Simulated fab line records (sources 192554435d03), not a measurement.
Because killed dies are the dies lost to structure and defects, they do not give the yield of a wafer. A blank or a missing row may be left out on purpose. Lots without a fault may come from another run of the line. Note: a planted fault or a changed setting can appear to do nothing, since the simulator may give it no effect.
A struck lot beside a sound one -- flow n5-finfet -- 15 steps out of a route of 1938
Sound: these wafers, L705.1, L705.3, L705.4. Struck: wafer L711.2 (L711.1, L711.5, from the same lot, were not struck and are left out); the cause is given at the end.
For every step that has rows: the tool of each side, followed by ch and its chambers, followed by its first start. Under that, the readings that differ: sound wafers -- struck wafers -- difference of the means -- sigmas: that difference in standard deviations of wafers without a fault.
alike: words and numbers the same on both sides, and readings whose means are apart by under 2 such deviations; not compared: readings that were withheld, readings missing a value for some wafer, numbers with overlapping values and no deviation given by the record, and bounds like >300 which may hide the same value.
The two part at a step that has a row with sigmas, a row that says differs or no value, or rows on one side only. When numbers do not overlap yet have no deviation, they are printed without sigmas and do not part them. Lack of a reading on every wafer of one side parts them only where that side has two or more wafers.

first, 10 steps without rows for these wafers: N5_SDB_DESCUM_16 (chemistry O2, time 7.9 s); N5_SDB_ETCH_17 (etches SiARC in CF4, target depth 23.4 nm, time 39 s); N5_SDB_ETCH_18 (etches SOC in N2/H2, target depth 100 nm, overetch 20 nm, time 150 s); N5_SDB_STRIP_19 (strips in N2/H2); N5_SDB_STRIP_21 (strips in CF4); N5_SDB_HM_OPEN_20 (chemistry CH3F/O2, target SiNx, stops on poly-Si, target depth 24 nm); N5_SDB_STRIP_22 (strips in N2/H2); N5_SDB_PRECLEAN_23 (cleans in dHF, time 30 s); N5_SDB_DUMMY_REMOVE_24 (chemistry TMAH, target poly-Si, stops on SiO2, target depth 142 nm, time 57 s, rinse time 30 s); N5_SDB_ETCH_25 (etches SiO2 in C4F6/O2, target depth 10 nm, time 3.3 s).
N5_SDB_CUT_ETCH_26: etches Si in HBr/Cl2/O2, target depth 129.6 nm, bt time 20 s, time 51.8 s.
  sound on rie-si-04 ch 0,1,2, day 4 18:26; struck on rie-si-04 ch 0, day 6 08:38
reading,sound,struck,difference,sigmas
rf-hours-counter-h (h),49 125 50,126,+51,
model.SDB.feature-depth-nm (nm),130.4 128.2 129.6,133,+4,
model.etch.depth-nm (nm),130.3 128.2 129.7,132.9,+3.5,
model.SiNx_of_SDB_HM_DEP_00.thk-nm (nm),21.4 22 22.2,20.4,-1.5,
  alike: drypump-motor-current-A, oes-product-au, throttle-valve-pct
  not compared: bias-w
N5_SDB_PRECLEAN_38: cleans in dHF, time 10 s.
  sound on wet-bench-01 ch 3,4,7, day 4 18:33; struck on wet-bench-03 ch 6, day 6 08:46
reading,sound,struck,difference,sigmas
model.SiNx_of_SDB_HM_DEP_00.thk-nm (nm),21.4 21.8 22.2,20.4,-1.4,
then, 1 step without rows for these wafers: N5_SDB_PRECLEAN_39 (cleans in O3/DIW, time 45 s).
-- the record jumps here: 5 days lie between the struck wafers' starts before and after (it left off in module SDB and takes up again in module BEOL_M4, whose first step shown is number 1111 of the route) --
N5_BEOL_M4_RC_MEAS_101:
  sound on prober-01 ch 0, day 9 07:37; struck on prober-01 ch 0, day 10 23:13
reading,sound,struck,difference,sigmas
SS_P (mV/dec),72.9 72.8 73.0,74.2,+1.3,+2
  alike: DIBL_N, DIBL_P, IOFF_N, IOFF_P, ION_N, ION_P, SS_N, VT_N, VT_P
N5_PASSIVATION_PROBE_49:
  sound wafers here have rows in the record (prober-02, day 13 19:22); struck ones have none

== WHERE THEY PART ==
Last at N5_PASSIVATION_PROBE_49 as far as this record goes, first at N5_BEOL_M4_RC_MEAS_101.

WHY: the cause the simulator had injected
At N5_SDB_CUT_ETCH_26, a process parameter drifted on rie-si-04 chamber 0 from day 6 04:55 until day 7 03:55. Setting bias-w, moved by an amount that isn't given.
